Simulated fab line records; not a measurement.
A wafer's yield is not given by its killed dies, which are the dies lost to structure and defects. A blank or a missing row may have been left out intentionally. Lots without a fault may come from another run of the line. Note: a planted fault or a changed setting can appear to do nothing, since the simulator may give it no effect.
Chamber matching / flow n5-finfet / N5_BEOL_M9_DESCUM_33 on rie-diel-04: 4 sister chambers
The step chemistry O2, time 7 s. 4 wafers are shown with their chamber, then 9 later ones without.

== WAFERS, EACH WITH ITS CHAMBER ==
wafer=L078.5; chamber=0; drypump-motor-current-A (A)=6.3
wafer=L088.1; chamber=3; drypump-motor-current-A (A)=5.4
wafer=L088.5; chamber=1; drypump-motor-current-A (A)=5.0
wafer=L088.6; chamber=2; drypump-motor-current-A (A)=5.0

== WAFERS WITHOUT THEIR CHAMBER ==
wafer=L094.2; drypump-motor-current-A (A)=5.0
wafer=L094.3; drypump-motor-current-A (A)=5.0
wafer=L094.4; drypump-motor-current-A (A)=5.4
wafer=L095.3; drypump-motor-current-A (A)=6.3
wafer=L095.5; drypump-motor-current-A (A)=5.4
wafer=L095.6; drypump-motor-current-A (A)=5.0
wafer=L097.2; drypump-motor-current-A (A)=5.1
wafer=L097.4; drypump-motor-current-A (A)=5.4
wafer=L097.5; drypump-motor-current-A (A)=5.0

== WHICH CHAMBER EACH ONE RAN IN ==
wafer=L094.2; from the rows above=can't be placed: 1 or 2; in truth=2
wafer=L094.3; from the rows above=can't be placed: 1 or 2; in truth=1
wafer=L094.4; from the rows above=3; in truth=3
wafer=L095.3; from the rows above=0; in truth=0
wafer=L095.5; from the rows above=3; in truth=3
wafer=L095.6; from the rows above=can't be placed: 1 or 2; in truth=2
wafer=L097.2; from the rows above=can't be placed: 1 or 2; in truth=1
wafer=L097.4; from the rows above=3; in truth=3
wafer=L097.5; from the rows above=can't be placed: 1 or 2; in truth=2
Placed correctly: 4 of 9. From these rows, 5 cannot be placed; in 5 the true chamber is one of the candidates. Number placed wrongly: 0.
How it was worked out, from the rows above alone: a wafer's distance from a chamber is the root of the sum, over the readings, of the square of ((its reading less the chamber's mean) divided by the reading's scatter). The wafer belongs to the nearest chamber; if the next one is less than 2 further off, it can't be placed. The mean given for a chamber averages the wafers shown for that chamber. The scatter: with one shown wafer a chamber, the root of the mean of the squares of how far each hidden wafer lies from its nearest shown one.
